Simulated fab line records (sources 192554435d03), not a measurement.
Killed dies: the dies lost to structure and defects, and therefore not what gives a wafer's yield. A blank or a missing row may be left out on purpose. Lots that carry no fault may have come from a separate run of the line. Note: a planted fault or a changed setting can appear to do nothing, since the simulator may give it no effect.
Which tool did it?	flow n5Finfet	27 wafers from 9 lots sampled at 5 of the route's 1938 steps

== WHAT THE GAUGES SHOWED, per wafer ==
N5_HKMG_FIN_INSPECT_28: inspects for defects (darkfield).
lot	measured	on	rawDefectCount
L205	day 4 22:02	defectInspect-01	29 32 30
L206	day 5 02:14	defectInspect-02	35 40 44
L213	day 6 22:04	defectInspect-01	38 54 24
L217	day 7 22:11	defectInspect-01	33 58 57
L219	day 8 17:31	defectInspect-01	43 34 50
L223	day 9 14:28	defectInspect-01	26 26 40
L224	day 9 18:10	defectInspect-02	33 26 40
L225	day 10 02:48	defectInspect-02	42 28 27
L226	day 10 07:08	defectInspect-02	68 67 57

N5_BEOL_M4_RC_MEAS_101.
lot	measured	on	DIBL_N (mV/V)	DIBL_P (mV/V)	IOFF_N (nA/um)	IOFF_N_85C (nA/um)	IOFF_N_LIN (nA/um)	IOFF_N_LONG (nA/um)	IOFF_P (nA/um)	IOFF_P_LIN (nA/um)	IOFF_P_LONG (nA/um)	ION_N (uA/um)	ION_P (uA/um)	SS_N (mV/dec)	SS_P (mV/dec)	VT_N (mV)	VT_N_LONG (mV)	VT_N_LVT (mV)	VT_P (mV)	VT_P_LONG (mV)	VT_P_LVT (mV)
L205	day 9 02:45	prober-01	35.1 34.0 35.6	36.3 34.5 37.5	0.140 0.123 0.162	2.7 2.4 3.0	0.065 0.058 0.073	5.22e-05 5.22e-05 5.39e-05	0.184 0.166 0.199	0.088 0.082 0.094	9.5e-05 9.8e-05 9.5e-05	657 662 678	452 454 459	71.0 71.6 71.6	72.7 72.7 73.4	250.2 251.7 249.5	276.1 279.1 276.2	101.5 104.9 99.8	-253.4 -255.6 -253.3	-277.9 -279.6 -280.0	-102.8 -103.2 -101.5
L206	day 8 06:36	prober-02	37.0 35.4 34.7	37.7 36.0 35.2	0.606 0.488 0.452	9.7 8.1 7.5	0.274 0.231 0.217	0.0001449 0.0001456 0.000145	0.164 0.140 0.132	0.077 0.068 0.066	7.9e-05 7.7e-05 7.6e-05	761 745 737	449 444 445	72.5 71.9 71.7	73.3 73.1 72.8	213.7 217.8 217.5	240.2 240.6 238.6	62.1 66.2 66.8	-255.4 -261.3 -260.6	-286.5 -287.4 -286.2	-107.1 -108.0 -108.9
L213	day 10 14:32	prober-01	35.0 35.4 36.1	35.5 36.4 37.2	0.497 0.545 0.573	8.1 8.6 9.2	0.240 0.258 0.267	0.0001485 0.0001476 0.0001452	0.157 0.164 0.173	0.075 0.076 0.080	8.8e-05 8.4e-05 8.6e-05	753 750 747	457 452 447	71.4 71.4 71.8	73.2 73.4 73.9	217.0 214.3 214.4	239.1 237.9 239.4	65.2 64.4 63.2	-258.6 -258.2 -255.9	-283.5 -284.2 -283.8	-106.8 -106.9 -106.3
L217	day 11 14:03	prober-01	37.2 36.6 36.7	36.8 36.3 36.4	0.174 0.165 0.160	3.3 3.1 3.0	0.078 0.074 0.072	5.55e-05 5.55e-05 5.41e-05	0.223 0.218 0.224	0.104 0.103 0.105	0.00011 0.000109 0.000112	675 671 678	460 460 467	72.2 71.4 72.6	73.9 73.3 73.4	251.4 248.3 253.3	274.8 277.6 275.6	99.8 101.1 101.9	-249.7 -249.7 -249.6	-272.4 -273.3 -272.0	-98.6 -99.2 -98.4
L219	day 12 05:11	prober-02	36.0 34.2 35.2	36.7 33.7 34.7	0.159 0.129 0.141	3.1 2.6 2.8	0.073 0.062 0.065	5.49e-05 5.61e-05 5.58e-05	0.232 0.190 0.192	0.112 0.099 0.098	0.000106 0.000111 0.000109	679 669 663	466 463 457	72.1 71.5 71.1	73.3 72.7 72.7	249.3 251.4 250.4	273.9 278.3 271.6	101.0 103.8 103.0	-248.2 -248.6 -251.4	-274.0 -270.9 -274.4	-99.2 -102.1 -101.6
L223	day 12 22:19	prober-02	38.6 36.9 39.0	37.3 36.2 37.4	0.201 0.162 0.196	3.7 3.1 3.6	0.085 0.074 0.083	5.85e-05 5.84e-05 5.87e-05	0.240 0.213 0.229	0.112 0.102 0.107	0.00011 0.000108 0.000106	679 664 666	465 454 460	71.2 70.9 71.8	73.5 73.0 73.7	245.6 249.2 246.6	273.3 275.0 274.6	94.8 97.7 96.4	-246.5 -248.0 -249.1	-273.4 -273.1 -273.4	-96.5 -97.6 -96.6
L224	day 13 12:11	prober-01	36.0 37.5 36.9	36.4 38.9 38.2	0.163 0.194 0.180	3.2 3.8 3.5	0.076 0.086 0.083	5.81e-05 5.76e-05 5.7e-05	0.219 0.256 0.244	0.104 0.114 0.112	0.000112 0.000111 0.000113	675 671 674	461 460 465	71.3 71.9 71.4	73.2 73.7 73.9	246.9 245.0 247.3	272.3 275.1 272.9	95.1 94.4 94.2	-248.3 -248.7 -248.9	-273.8 -274.8 -275.3	-96.0 -95.6 -94.7
L225	day 13 14:47	prober-02	38.4 39.1 37.7	38.8 39.1 37.5	0.186 0.205 0.175	3.5 3.8 3.3	0.082 0.086 0.078	5.44e-05 5.44e-05 5.51e-05	0.236 0.240 0.207	0.108 0.110 0.098	0.000105 0.000104 0.000106	677 685 684	466 467 463	71.4 72.2 71.6	73.5 73.5 72.5	249.3 246.7 248.6	273.4 273.9 273.2	96.2 94.1 95.8	-249.4 -248.1 -252.9	-275.0 -276.6 -278.2	-97.4 -96.4 -98.9
L226	day 13 19:11	prober-02	36.3 36.1 38.6	38.1 38.3 40.1	0.159 0.160 0.200	3.1 3.1 3.8	0.074 0.073 0.087	5.29e-05 5.32e-05 5.34e-05	0.214 0.214 0.258	0.102 0.102 0.116	0.000105 0.000107 0.000107	680 672 682	465 465 469	71.2 71.2 72.3	73.8 73.3 74.7	251.0 251.5 247.2	273.7 275.9 276.8	100.7 101.0 97.1	-251.5 -250.7 -249.7	-273.9 -275.6 -276.1	-100.1 -99.9 -98.3

== EACH LOT AND THE TOOL THAT RAN IT (in order: tool; ch and the chambers of the sampled wafers; start) ==
lot	N5_HKMG_FIN_PWFM_ALD_03	N5_HKMG_FIN_NWFM_ALD_20	N5_HKMG_FIN_CMP_94
L205	aldMetal-04 ch 0,3, day 4 16:43	aldMetal-03 ch 0,1,3, day 4 19:35	cmp-04 ch 0,3, day 4 21:50
L206	aldMetal-01 ch 0,1,3, day 4 20:47	aldMetal-03 ch 1,2, day 4 23:47	cmp-02 ch 1,2,3, day 5 02:01
L213	aldMetal-03 ch 1,3, day 6 16:40	aldMetal-03 ch 1,2,3, day 6 19:33	cmp-02 ch 0,2,3, day 6 21:54
L217	aldMetal-04 ch 0,2,3, day 7 16:53	aldMetal-04 ch 0,2,3, day 7 19:46	cmp-02 ch 0,1, day 7 21:58
L219	aldMetal-04 ch 0,1,2, day 8 12:02	aldMetal-01 ch 0,1,3, day 8 15:04	cmp-02 ch 1,2,3, day 8 17:17
L223	aldMetal-03 ch 0,2,3, day 9 08:07	aldMetal-04 ch 0,1,2, day 9 11:29	cmp-04 ch 0,2, day 9 14:16
L224	aldMetal-01 ch 0,1,2, day 9 12:35	aldMetal-01 ch 0,1,3, day 9 15:34	cmp-03 ch 0,1,2, day 9 17:57
L225	aldMetal-01 ch 0,1, day 9 21:09	aldMetal-03 ch 0,3, day 10 00:15	cmp-02 ch 0,1,3, day 10 02:36
L226	aldMetal-01 ch 0,1,2, day 10 01:32	aldMetal-03 ch 0,2, day 10 04:42	cmp-04 ch 1,2,3, day 10 06:56
- N5_HKMG_FIN_PWFM_ALD_03: deposits TiN, target thk 2 nm, pulse time 1 s, purge time 3 s.
- N5_HKMG_FIN_NWFM_ALD_20: deposits TiAlC, target thk 2 nm, pulse time 3 s, purge time 2 s.
- N5_HKMG_FIN_CMP_94: polishes, stops on SiNx, t overpolish 4.7 s, target thk 43.299 nm.

== WHAT THE TOOLS THEMSELVES READ (means of the sampled wafers that have a number; where no wafer has one, the mark that the record gives instead) ==
N5_HKMG_FIN_PWFM_ALD_03.
lot	tool	heaterPowerW (W)	precursorPulseHeightRel
L205	aldMetal-04	910	0.991
L206	aldMetal-01	909	1.005
L213	aldMetal-03	963	1.000
L217	aldMetal-04	858	1.001
L219	aldMetal-04	896	1.014
L223	aldMetal-03	872	1.008
L224	aldMetal-01	949	1.006
L225	aldMetal-01	961	0.960
L226	aldMetal-01	953	1.007

N5_HKMG_FIN_NWFM_ALD_20.
lot	tool	heaterPowerW (W)	precursorPulseHeightRel
L205	aldMetal-03	494	1.000
L206	aldMetal-03	466	1.005
L213	aldMetal-03	506	1.022
L217	aldMetal-04	478	1.006
L219	aldMetal-01	512	0.992
L223	aldMetal-04	509	1.009
L224	aldMetal-01	511	1.003
L225	aldMetal-03	484	0.987
L226	aldMetal-03	453	0.998

N5_HKMG_FIN_CMP_94.
lot	tool	motorCurrentA (A)
L205	cmp-04	11.9
L206	cmp-02	12.6
L213	cmp-02	12.3
L217	cmp-02	11.7
L219	cmp-02	12.6
L223	cmp-04	10.8
L224	cmp-03	11.2
L225	cmp-02	12.4
L226	cmp-04	13.1

== THE ANSWER, worked out from the rows above alone ==
Rule: the lots themselves supply what counts as usual. The widest of any qualifying gaps counts: lots, ordered by their means at a reading, are off when they make up no more than a third of the lots, leave a main group of 4 or more, and stand apart from it by 3 or more times the standard deviation of that group's means. A main group is skipped when, at the precision printed for the reading in the tables above, its means are all equal. Also off: a lot with no number at a reading for which 4 or more lots have one. The other lots that the step has rows for count as sound. First the gauges in route order, then the tools' own readings, where a lot's mean is used as printed above. The first step at which some lot is off is used, and at that step the reading that is off furthest; a lot without a number counts as furthest.
Off: at N5_BEOL_M4_RC_MEAS_101 (IOFF_N_LONG), L206, L213. Main group: mean 5.53e-05 nA/um, sd 2e-06.
If a tool, at a process step before that reading, ran all the lots that are off and no sound lot after the first of them, it fits. The gauges at N5_BEOL_M4_RC_MEAS_101 are tried like those tools. No candidate that was tried fits.

== WHAT HAD BEEN PUT IN BY THE SIMULATOR ==
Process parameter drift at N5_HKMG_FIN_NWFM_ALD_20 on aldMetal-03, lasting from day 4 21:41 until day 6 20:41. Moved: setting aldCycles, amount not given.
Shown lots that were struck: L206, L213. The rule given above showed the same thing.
